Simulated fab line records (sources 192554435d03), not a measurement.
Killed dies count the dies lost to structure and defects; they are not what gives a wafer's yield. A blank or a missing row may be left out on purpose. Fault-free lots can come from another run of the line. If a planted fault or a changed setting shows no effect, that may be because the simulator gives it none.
Chamber matching :: flow n5_finfet :: N5_BEOL_M1_PRE_CLEAN_60 on cvd_co-02: 3 sister chambers
The step time 15 s. 24 wafers are shown with their chamber, then 12 later ones without.

## WAFERS PAIRED WITH THEIR CHAMBERS
wafer: L076.1
chamber: 2
heater_power_w (W): 75

wafer: L076.2
chamber: 1
heater_power_w (W): 118

wafer: L076.4
chamber: 2
heater_power_w (W): 74

wafer: L077.1
chamber: 1
heater_power_w (W): 116

wafer: L077.2
chamber: 2
heater_power_w (W): 73

wafer: L077.5
chamber: 1
heater_power_w (W): 115

wafer: L078.2
chamber: 2
heater_power_w (W): 74

wafer: L078.4
chamber: 2
heater_power_w (W): 73

wafer: L078.6
chamber: 1
heater_power_w (W): 117

wafer: L080.1
chamber: 0
heater_power_w (W): 114

wafer: L080.2
chamber: 2
heater_power_w (W): 75

wafer: L080.3
chamber: 1
heater_power_w (W): 115

wafer: L080.4
chamber: 0
heater_power_w (W): 118

wafer: L080.5
chamber: 1
heater_power_w (W): 110

wafer: L080.6
chamber: 2
heater_power_w (W): 75

wafer: L082.2
chamber: 1
heater_power_w (W): 116

wafer: L082.4
chamber: 2
heater_power_w (W): 76

wafer: L082.6
chamber: 0
heater_power_w (W): 117

wafer: L085.1
chamber: 2
heater_power_w (W): 75

wafer: L085.2
chamber: 0
heater_power_w (W): 117

wafer: L085.3
chamber: 1
heater_power_w (W): 114

wafer: L085.4
chamber: 2
heater_power_w (W): 75

wafer: L085.5
chamber: 0
heater_power_w (W): 116

wafer: L085.6
chamber: 1
heater_power_w (W): 116

SIGNATURES (means of the wafers above)
reading: heater_power_w
chamber 0: 116.40
chamber 1: 115.22
chamber 2: 74.50
scatter within a chamber: 1.68
Rule: distance of a wafer from a chamber = root of the sum over the readings of ((wafer's reading minus chamber's mean) / reading's scatter) squared. If the next closest chamber is less than 2 further off than the closest, the wafer can't be placed; otherwise it belongs to the closest. The scatter: the root of (the sum of the squares of (reading less its chamber's mean) over the shown wafers, divided by (wafers less chambers)).

## WAFERS WHOSE CHAMBER IS MISSING
wafer: L086.2
heater_power_w (W): 74

wafer: L086.3
heater_power_w (W): 116

wafer: L086.6
heater_power_w (W): 115

wafer: L088.1
heater_power_w (W): 74

wafer: L088.2
heater_power_w (W): 115

wafer: L088.3
heater_power_w (W): 118

wafer: L088.4
heater_power_w (W): 76

wafer: L088.5
heater_power_w (W): 119

wafer: L088.6
heater_power_w (W): 113

wafer: L091.2
heater_power_w (W): 114

wafer: L091.5
heater_power_w (W): 77

wafer: L091.6
heater_power_w (W): 119

## EACH ONE'S CHAMBER
wafer: L086.2
from the rows above: 2
in truth: 2

wafer: L086.3
from the rows above: can't be placed: 0 or 1
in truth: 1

wafer: L086.6
from the rows above: can't be placed: 1 or 0
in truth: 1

wafer: L088.1
from the rows above: 2
in truth: 2

wafer: L088.2
from the rows above: can't be placed: 1 or 0
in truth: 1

wafer: L088.3
from the rows above: can't be placed: 0 or 1
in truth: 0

wafer: L088.4
from the rows above: 2
in truth: 2

wafer: L088.5
from the rows above: can't be placed: 0 or 1
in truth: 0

wafer: L088.6
from the rows above: can't be placed: 1 or 0
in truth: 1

wafer: L091.2
from the rows above: can't be placed: 1 or 0
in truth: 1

wafer: L091.5
from the rows above: 2
in truth: 2

wafer: L091.6
from the rows above: can't be placed: 0 or 1
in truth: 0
Correct placement for 4 of the 12. Cannot be placed on the basis of these rows: 8; the candidates contain the true chamber in 8. Wrongly placed: 0.
